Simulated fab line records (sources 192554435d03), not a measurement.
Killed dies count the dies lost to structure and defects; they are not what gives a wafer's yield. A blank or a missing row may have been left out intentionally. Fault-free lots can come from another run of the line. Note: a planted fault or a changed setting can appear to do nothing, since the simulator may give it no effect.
Split-lot trial -- flow n5Finfet -- 7 lots, 21 wafers read, on a route of 1938 steps

THE SPLIT
At N5_BEOL_M2_COAT_62 (time 60 s, resist thk 12 nm), the setting spinRpm was moved away from the recipe's 1500 rpm on 6 of the 21 wafers read, by -4.5% to +9.1%. This setting was run at the recipe's value on the other wafers.

FROM THE SPLIT TO THE READING: what the file shows between them, 4 steps
- N5_BEOL_M2_COAT_73: time 60 s, resist thk 5 nm
- N5_BEOL_M2_COAT_05: resist thk 30 nm
- N5_BEOL_M2_DESCUM_16: chemistry O2, time 7 s
- N5_BEOL_M2_ETCH_74: etches underlayer in N2/H2, target depth 6.5 nm, time 5.2 s

THE READING
etch.depthNm (the simulator's own value, which no gauge read), in nm, at N5_BEOL_M2_ETCH_63 (etches SiARC in CF4, target depth 15.6 nm, time 26 s). No usual value for it is given in the file. Average 11.98 nm, standard deviation 0.037 nm, over the 15 wafers here run with the recipe.

wafer,"tool, chamber at the split","spinRpm as run, rpm",against the recipe,"etch.depthNm, nm",against lot-mates on the recipe
L078.1,"lithoTrack-04, 0",1500,recipe,11.92,-
L078.5,"lithoTrack-04, 0",1500,recipe,11.98,-
L078.6,"lithoTrack-04, 0",1500,recipe,11.95,-
L084.4,"lithoTrack-01, 0",1500,recipe,12.03,-
L084.5,"lithoTrack-01, 0",1500,recipe,12.03,-
L084.6,"lithoTrack-01, 0",1500,recipe,12.02,-
L085.4,"lithoTrack-02, 0",1635,+9.0%,11.54,no lot-mate on the recipe
L085.5,"lithoTrack-02, 0",1635,+9.0%,11.49,no lot-mate on the recipe
L085.6,"lithoTrack-02, 0",1635,+9.0%,11.47,no lot-mate on the recipe
L087.3,"lithoTrack-02, 0",1500,recipe,11.96,-
L087.5,"lithoTrack-02, 0",1500,recipe,11.99,-
L087.6,"lithoTrack-02, 0",1500,recipe,11.97,-
L089.1,"lithoTrack-02, 0",1500,recipe,11.96,-
L089.2,"lithoTrack-02, 0",1500,recipe,11.94,-
L089.4,"lithoTrack-02, 0",1500,recipe,11.92,-
L094.1,"lithoTrack-02, 0",1500,recipe,12,-
L094.4,"lithoTrack-02, 0",1636,+9.1%,11.54,-0.46
L094.5,"lithoTrack-02, 0",1500,recipe,12.01,-
L097.1,"lithoTrack-01, 0",1500,recipe,12.03,-
L097.2,"lithoTrack-01, 0",1432,-4.5%,12.29,+0.26
L097.6,"lithoTrack-01, 0",1432,-4.5%,12.29,+0.26

FIT RESULTS
A straight line over all 21 wafers: etch.depthNm changes by -0.0547 nm for each +1% of spinRpm; r = -0.98; the points scatter about the line by 0.041 nm.
The same after taking each lot's own level away (the mean of its wafers on the recipe; 18 wafers): -0.0533 nm for each +1%; r = -0.99; scatter 0.016 nm.
On that fit, the largest move of spinRpm shifts the reading by 0.48 nm.
Measured against the standard deviation above, the lots' own levels, which go from 11.940 to 12.030 nm, span 2.4 times it.
Consequently the slope shifts little with the lot-to-lot level, the two slopes agreeing.
Check: -0.52 nm against its lot-mates is what the line predicts for one of the wafers moved furthest among these (+9.1%) when that wafer is left out of the fit. It came out at -0.465 nm against them.

THE WHOLE CHAIN: every reading that the file lists as answering this split, in the file's order
step,what it does,reading,change (the file's fit),r (the file's)
N5_BEOL_M2_COAT_62,"time 60 s, resist thk 12 nm","SiARC_of_BEOL_M2_COAT_62.thkNm (the simulator's own value, which no gauge read)",-0.0441 nm for each +1% of the setting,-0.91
N5_BEOL_M2_ETCH_63,"etches SiARC in CF4, target depth 15.6 nm, time 26 s","etch.depthNm (the simulator's own value, which no gauge read)",-0.0531 nm for each +1% of the setting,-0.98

THE FILE'S OWN FIT
etch.depthNm changes by -0.0531 nm for each +1% of spinRpm, r = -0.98.
